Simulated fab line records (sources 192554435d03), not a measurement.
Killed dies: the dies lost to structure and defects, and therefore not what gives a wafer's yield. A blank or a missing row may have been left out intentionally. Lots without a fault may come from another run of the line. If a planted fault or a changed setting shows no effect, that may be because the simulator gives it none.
Chamber matching | flow n5Finfet | N5_FIN_SAQP_MANDREL2_REMOVE_60 on rieSi-03 has 4 sister chambers
The step chemistry HBr/Cl2/O2, target a-Si, stops on SiNx, bt time 10 s. 8 wafers are shown with their chamber, then 8 later ones without.

## WAFERS WITH THEIR CHAMBER
wafer  | chamber | throttleValvePct (%) | drypumpMotorCurrentA (A)
L078.3 | 1       | 36.65                | 5.4
L080.2 | 0       | 37.03                | 5.6
L080.4 | 1       | 36.68                | 5.4
L082.4 | 2       | 36.73                | 6.0
L082.6 | 0       | 37.03                | 5.6
L085.3 | 2       | 36.72                | 6.1
L085.5 | 3       | 36.37                | 5.2
L086.1 | 3       | 36.35                | 5.2

## WAFERS WHOSE CHAMBER IS MISSING
wafer  | throttleValvePct (%) | drypumpMotorCurrentA (A)
L086.2 | 37.04                | 5.6
L086.3 | 36.73                | 6.0
L090.3 | 37.02                | 5.6
L090.4 | 36.66                | 5.4
L090.6 | 36.74                | 6.1
L096.3 | 36.73                | 6.1
L096.5 | 36.73                | 6.1
L096.6 | 36.66                | 5.4

## CHAMBER TAKEN BY EACH
wafer  | from the rows above | in truth
L086.2 | 0                   | 0
L086.3 | 2                   | 2
L090.3 | 0                   | 0
L090.4 | 1                   | 1
L090.6 | 2                   | 2
L096.3 | 2                   | 2
L096.5 | 2                   | 2
L096.6 | 1                   | 1
Correctly placed: 8 of 8. Left unplaced by these rows: 0. Placed wrongly: 0.
How it was worked out, from the rows above alone: a wafer's distance from a chamber is the root of the sum, over the readings, of the square of ((its reading less the chamber's mean) divided by the reading's scatter). If the next closest chamber is less than 2 further off than the closest, the wafer can't be placed; otherwise it belongs to the closest. A chamber's mean is the mean of its shown wafers. The scatter: take each reading less its chamber's mean, square it, sum over the shown wafers, divide by the number of wafers less the number of chambers, and take the root.
